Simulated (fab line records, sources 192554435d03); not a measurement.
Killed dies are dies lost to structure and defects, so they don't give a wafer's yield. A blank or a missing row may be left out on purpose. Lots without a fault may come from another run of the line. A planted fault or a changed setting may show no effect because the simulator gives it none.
Chamber matching | flow n5_finfet | N5_BEOL_M0_SAQP_PECVD_97 on pecvd-03: 3 sister chambers
The step deposits SiNx from SiH4/NH3/N2, target thk 23 nm, time 19.9 s. 3 wafers are shown with their chamber, then 7 later ones without.

WAFERS WITH THEIR CHAMBER
wafer  | chamber | throttle_valve_pct (%)
L081.3 | 2       | 36.9
L081.4 | 0       | 37.6
L081.5 | 1       | 45.9

WAFERS WITHOUT THEIR CHAMBER
wafer  | throttle_valve_pct (%)
L081.6 | 37.1
L085.1 | 37.2
L085.2 | 46.0
L085.6 | 37.1
L092.1 | 37.8
L092.3 | 37.2
L092.5 | 37.9

WHICH CHAMBER EACH WENT THROUGH
wafer  | from the rows above     | in truth
L081.6 | can't be placed: 2 or 0 | 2
L085.1 | can't be placed: 2 or 0 | 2
L085.2 | 1                       | 1
L085.6 | can't be placed: 2 or 0 | 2
L092.1 | 0                       | 0
L092.3 | can't be placed: 2 or 0 | 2
L092.5 | 0                       | 0
Placed correctly: 3 of 7. Can't be placed from these rows: 4 (the true chamber is among the candidates in 4). Placed wrongly: 0.
How it was worked out, from the rows above alone: a wafer's distance from a chamber is the root of the sum, over the readings, of the square of ((its reading less the chamber's mean) divided by the reading's scatter). The wafer belongs to the nearest chamber; if the next one is less than 2 further off, it can't be placed. A chamber's mean is the mean of its shown wafers. The scatter: with one shown wafer a chamber, the root of the mean of the squares of how far each hidden wafer lies from its nearest shown one.
